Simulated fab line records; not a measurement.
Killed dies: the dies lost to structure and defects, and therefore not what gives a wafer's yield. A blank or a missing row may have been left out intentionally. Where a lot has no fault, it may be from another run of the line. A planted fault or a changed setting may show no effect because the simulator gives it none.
Chamber matching    flow n5_finfet    N5_BEOL_M4_ETCH_69 on rie_diel-02 has 4 sister chambers
The step etches SiARC in CF4, target depth 15.6 nm, time 26 s. 18 wafers are shown with their chamber, then 9 later ones without.

WAFERS WITH THEIR CHAMBER
wafer   chamber  showerhead_plenum_p_Torr (Torr)  drypump_motor_current_A (A)  throttle_valve_pct (%)
L075.2  2        2.09                             5.1                          15.63
L075.4  3        2.23                             5.4                          15.69
L075.6  2        2.09                             5.1                          15.63
L077.1  2        2.09                             5.1                          15.65
L077.2  0        2.15                             5.4                          15.83
L077.5  0        2.15                             5.4                          15.84
L076.2  0        2.15                             5.4                          15.84
L076.3  1        2.10                             5.0                          15.61
L076.5  2        2.09                             5.1                          15.65
L079.3  1        2.10                             5.1                          15.62
L079.4  2        2.09                             5.1                          15.67
L079.5  2        2.09                             5.1                          15.68
L080.2  2        2.09                             5.1                          15.67
L080.5  0        2.14                             5.4                          15.86
L080.6  1        2.10                             5.1                          15.61
L082.1  3        2.22                             5.4                          15.73
L082.3  0        2.14                             5.4                          15.86
L082.5  2        2.09                             5.1                          15.65

SIGNATURES, as means of the wafers listed above
reading                   chamber 0  chamber 1  chamber 2  chamber 3  scatter within a chamber
showerhead_plenum_p_Torr  2.1460     2.1000     2.0900     2.2250     0.00348
drypump_motor_current_A   5.400      5.067      5.100      5.400      0.0218
throttle_valve_pct        15.8460    15.6133    15.6538    15.7100    0.0168
Rule: for each reading, subtract the chamber's mean from the wafer's reading, divide by that reading's scatter and square the result; add these up over the readings and take the root, which gives the wafer's distance from the chamber. The wafer belongs to the nearest chamber; if the next one is less than 2 further off, it can't be placed. The scatter is the square root of a quotient: the sum, over the shown wafers, of each reading's squared deviation from its chamber's mean, divided by wafers minus chambers.

WAFERS WHOSE CHAMBER IS MISSING
wafer   showerhead_plenum_p_Torr (Torr)  drypump_motor_current_A (A)  throttle_valve_pct (%)
L090.3  2.09                             5.0                          15.66
L090.4  2.08                             5.1                          15.73
L090.5  2.08                             5.1                          15.72
L092.1  2.14                             5.4                          15.89
L092.2  2.22                             5.4                          15.76
L092.3  2.08                             5.1                          15.70
L094.1  2.13                             5.4                          15.92
L094.5  2.09                             5.0                          15.69
L094.6  2.13                             5.4                          15.92

WHICH CHAMBER EACH WENT THROUGH
wafer   from the rows above      in truth
L090.3  can't be placed: 2 or 1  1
L090.4  2                        2
L090.5  2                        2
L092.1  0                        0
L092.2  3                        3
L092.3  2                        2
L094.1  0                        0
L094.5  can't be placed: 2 or 1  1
L094.6  0                        0
Correctly placed: 7 of 9. Can't be placed from these rows: 2 (the true chamber is among the candidates in 2). Placed wrongly: 0.
